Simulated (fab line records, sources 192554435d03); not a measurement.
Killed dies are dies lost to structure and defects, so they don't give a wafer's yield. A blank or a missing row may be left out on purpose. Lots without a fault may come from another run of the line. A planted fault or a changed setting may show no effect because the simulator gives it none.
Chamber matching | flow n5_finfet | N5_SD_EPI_N_LINER_46 on ald_sin-02: 4 sister chambers
The step material SiNx, target thk 3 nm. 22 wafers are shown with their chamber, then 11 later ones without.

WAFERS WITH THEIR CHAMBER
wafer  | chamber | heater_power_w (W)
L075.1 | 3       | 989
L075.5 | 0       | 851
L075.6 | 1       | 714
L076.1 | 1       | 721
L076.2 | 3       | 986
L076.3 | 0       | 843
L076.4 | 2       | 737
L076.5 | 1       | 738
L076.6 | 0       | 856
L077.1 | 2       | 742
L077.5 | 2       | 736
L077.6 | 1       | 726
L079.2 | 2       | 756
L079.3 | 0       | 864
L079.4 | 3       | 982
L080.1 | 1       | 734
L080.3 | 3       | 945
L080.5 | 1       | 724
L081.1 | 1       | 739
L081.4 | 3       | 970
L081.6 | 2       | 769
L082.1 | 2       | 750

SIGNATURES (means of the wafers above)
reading        | chamber 0 | chamber 1 | chamber 2 | chamber 3 | scatter within a chamber
heater_power_w | 853.50    | 728.00    | 748.33    | 974.40    | 12.6
Rule: a wafer's distance from a chamber is the root of the sum, over the readings, of the square of ((its reading less the chamber's mean) divided by the reading's scatter). The wafer belongs to the nearest chamber; if the next one is less than 2 further off, it can't be placed. The scatter: the root of (the sum of the squares of (reading less its chamber's mean) over the shown wafers, divided by (wafers less chambers)).

WAFERS WITHOUT THEIR CHAMBER
wafer  | heater_power_w (W)
L082.4 | 858
L082.5 | 729
L090.1 | 984
L090.2 | 728
L090.3 | 736
L092.1 | 730
L092.2 | 857
L092.3 | 753
L094.1 | 985
L094.4 | 749
L094.6 | 752

WHICH CHAMBER EACH WENT THROUGH
wafer  | from the rows above     | in truth
L082.4 | 0                       | 0
L082.5 | can't be placed: 1 or 2 | 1
L090.1 | 3                       | 3
L090.2 | can't be placed: 1 or 2 | 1
L090.3 | can't be placed: 1 or 2 | 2
L092.1 | can't be placed: 1 or 2 | 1
L092.2 | 0                       | 0
L092.3 | can't be placed: 2 or 1 | 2
L094.1 | 3                       | 3
L094.4 | can't be placed: 2 or 1 | 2
L094.6 | can't be placed: 2 or 1 | 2
Placed correctly: 4 of 11. Can't be placed from these rows: 7 (the true chamber is among the candidates in 7). Placed wrongly: 0.
